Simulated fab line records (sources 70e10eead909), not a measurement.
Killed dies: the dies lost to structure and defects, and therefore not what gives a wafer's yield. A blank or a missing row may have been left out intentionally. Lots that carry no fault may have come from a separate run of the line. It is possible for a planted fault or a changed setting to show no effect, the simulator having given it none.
A struck lot beside a sound one || flow nand_harc || 14 out of 1159 route steps
Sound: these wafers, L975.1, L975.4, L975.6. Wafers L980.1, L980.3 were the ones struck. The cause comes at the end.
Each step with rows lists, per side, the tool, then ch with its chambers, then its first start. Under that, the readings that differ: sound wafers || struck wafers || difference of the means || sigmas: that difference in standard deviations of wafers without a fault.
alike: same words and numbers on both sides, and readings whose means sit less than 2 such deviations apart. not compared: any withheld reading, any reading some wafer has no value for, any bound like >300 that may hide the same value, and any number with overlapping values for which the record gives no deviation.
A row with sigmas, a row that says differs or no value, or rows on one side alone: a step with any of these is where the two part. Numbers that have no deviation but don't overlap get no sigmas and don't part them. A reading that every wafer of one side lacks parts them only if that side has two wafers or more.

first, 8 steps without rows for these wafers: NHARC_A_STAIRCASE_HMDS_177 (time 30 s); NHARC_A_STAIRCASE_COAT_178; NHARC_A_STAIRCASE_SOFTBAKE_179 (time 170 s); NHARC_A_STAIRCASE_EBR_180; NHARC_A_STAIRCASE_EXPOSE_181 (exposes mask STAIR 2); NHARC_A_STAIRCASE_PEB_182 (peb time 130 s); NHARC_A_STAIRCASE_DEVELOP_183 (time 140 s); NHARC_A_STAIRCASE_HARDBAKE_185 (time 140 s).
NHARC_A_STAIRCASE_DESCUM_186: chemistry O2, time 3 s.
  sound on rie_diel-12 ch 0,2,3, day 12 08:32; struck on rie_diel-11 ch 0,2, day 14 02:49
{"reading": "o2_flow_sccm (sccm)", "sound": "201.1 200.1 200.6", "struck": "199.7 198.7", "difference": -1.4, "sigmas": -2}
  alike: drypump_motor_current_A, oes_product_au, rf_vpp_V, showerhead_plenum_p_Torr, throttle_valve_pct
  not compared: rf_hours_counter_h
NHARC_A_STAIRCASE_TRIM_187: chemistry O2, time 211.2 s.
  sound on rie_diel-12 ch 0,1, day 12 08:38; struck on rie_diel-11 ch 0,1, day 14 02:58
  alike: drypump_motor_current_A, o2_flow_sccm, oes_product_au, rf_vpp_V, showerhead_plenum_p_Torr, throttle_valve_pct
  not compared: rf_hours_counter_h
NHARC_A_STAIRCASE_ETCH_188: etches the open film in C4F8/O2, target depth 100 nm, time 40.5 s.
  sound on rie_diel-12 ch 1,2,3; struck on rie_diel-11 ch 0,1
  alike: oes_product_au, rf_vpp_V
  not compared: rf_hours_counter_h
NHARC_A_STAIRCASE_TRIM_189: chemistry O2, time 211.2 s.
  sound on rie_diel-12 ch 0,1,2, day 12 08:58; struck on rie_diel-11 ch 2,3, day 14 03:13
{"reading": "oes_product_au (a.u.)", "sound": "1.014 1.007 1.013", "struck": "0.884 0.868", "difference": -0.135, "sigmas": -14}
  alike: drypump_motor_current_A, o2_flow_sccm, rf_vpp_V, showerhead_plenum_p_Torr, throttle_valve_pct
  not compared: rf_hours_counter_h
NHARC_A_STAIRCASE_ETCH_190: etches the open film in C4F8/O2, target depth 100 nm, time 40.5 s.
  sound on rie_diel-12 ch 0,3; struck on rie_diel-11 ch 0,1
  alike: oes_product_au, rf_vpp_V
  not compared: rf_hours_counter_h
-- jump in the record: it breaks off in module A_STAIRCASE and resumes in module END (first step shown: number 1159 of the route), and 8 days separate the struck wafers' starts before and after --
NHARC_END_SORT_01:
  sound on prober-01 ch 0, day 21 02:16; struck on prober-01 ch 0, day 22 07:21
  alike: killed_at_array, killed_at_other, killed_at_periphery, killed_dies, killed_open, killed_short

WHERE THEY PART
First at NHARC_A_STAIRCASE_DESCUM_186; last, within this record, at NHARC_A_STAIRCASE_TRIM_189. Later steps at which nothing parts them and some readings are alike: NHARC_A_STAIRCASE_ETCH_190, NHARC_END_SORT_01.

WHY: what the simulator had put in
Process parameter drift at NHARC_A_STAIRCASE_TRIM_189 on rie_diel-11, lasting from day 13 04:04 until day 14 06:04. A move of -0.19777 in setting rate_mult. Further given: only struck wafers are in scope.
